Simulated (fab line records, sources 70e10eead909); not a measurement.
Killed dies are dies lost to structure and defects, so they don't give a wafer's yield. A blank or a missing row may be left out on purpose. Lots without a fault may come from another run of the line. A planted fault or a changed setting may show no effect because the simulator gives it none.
One fault seen from 3 desks | flow nand_harc | each desk has only its own numbers; what lay behind them comes last

THE METROLOGY DESK
What the gauges read, lot by lot, whatever tool the lot ran on: means of the sampled wafers that have a number. A lot is out of limits, marked OUT, if its mean lies more than 4 standard deviations from the usual mean; the brackets give that distance. Of its 9 readings 7 are shown: those that lie furthest out on some lot.
Columns: A = cd_nm at NHARC_P_M2_CD_MEAS_09, usual 170.1 nm; B = overlay_y_nm at NHARC_P_M2_OVL_MEAS_10, usual 0.0 nm; C = cd_nm at NHARC_P_M2_CD_MEAS_16, usual 170.4 nm; D = thk_nm at NHARC_P_BONDPAD_THK_MEAS_33, usual 200.2 nm; E = cd_nm at NHARC_P_BONDPAD_CD_MEAS_09, usual 500.2 nm; F = overlay_x_nm at NHARC_P_BONDPAD_OVL_MEAS_38, usual 0 nm; G = overlay_y_nm at NHARC_P_BONDPAD_OVL_MEAS_38, usual -1 nm
lot  | first seen here | A     | B    | C     | D     | E     | F  | G
L697 | day 6 11:53     | 170.0 | -0.3 | 170.9 | 198.6 | 500.6 | -3 | 5
L699 | day 7 11:13     | 170.3 | -0.0 | 171.0 | 197.8 | 499.8 | 0  | -6
L701 | day 8 04:36     | 169.5 | 0.5  | 169.1 | 198.8 | 503.6 | 0  | -7
L702 | day 8 18:25     | 169.8 | 1.1  | 169.4 | 201.1 | 498.9 | -2 | -10
L711 | day 12 09:31    | 169.4 | 0.1  | 169.7 | 199.7 | 499.0 | 13 | 7
L717 | day 14 19:00    | 170.8 | -1.1 | 171.6 | 198.7 | 497.8 | 4  | 2
This desk's finding: nothing out of limits on any of the 6 lots.

THE DEFECT DESK
What the inspections along the route counted, lot by lot: means of the sampled wafers that have a number. A lot is out of limits, marked OUT, if its mean lies more than 4 standard deviations from the usual mean; the brackets give that distance.
Columns: A = raw_defect_count at NHARC_P_M2_INSPECT_11, usual 4.7
lot  | first seen here | A
L697 | day 6 12:01     | 4.0
L699 | day 7 11:20     | 2.3
L701 | day 8 04:44     | 4.7
L702 | day 8 18:32     | 3.7
L711 | day 12 09:38    | 11.7
L717 | day 14 19:07    | 3.0
This desk's finding: nothing out of limits on any of the 6 lots.

THE TOOL OWNER'S DESK: pvd_sputter-02
The tool's own readings at NHARC_P_M2_PRE_CLEAN_30 (time 30 s): means of the sampled wafers that have a number, for each lot that ran on this tool. A lot is out of limits, marked OUT, if its mean lies more than 4 standard deviations from the usual mean; the brackets give that distance.
Columns: A = heater_power_w at NHARC_P_M2_PRE_CLEAN_30, usual 401 W
lot  | first seen here | A
L699 | day 7 12:28     | 472
L701 | day 8 05:52     | 404
L702 | day 8 19:40     | 404
This desk's finding: nothing out of limits on any of the 3 lots.

PUT TOGETHER
The metrology desk saw nothing out of limits.
The defect desk saw nothing out of limits.
The tool owner's desk saw nothing out of limits.

WHAT THE SIMULATOR HAD PUT IN
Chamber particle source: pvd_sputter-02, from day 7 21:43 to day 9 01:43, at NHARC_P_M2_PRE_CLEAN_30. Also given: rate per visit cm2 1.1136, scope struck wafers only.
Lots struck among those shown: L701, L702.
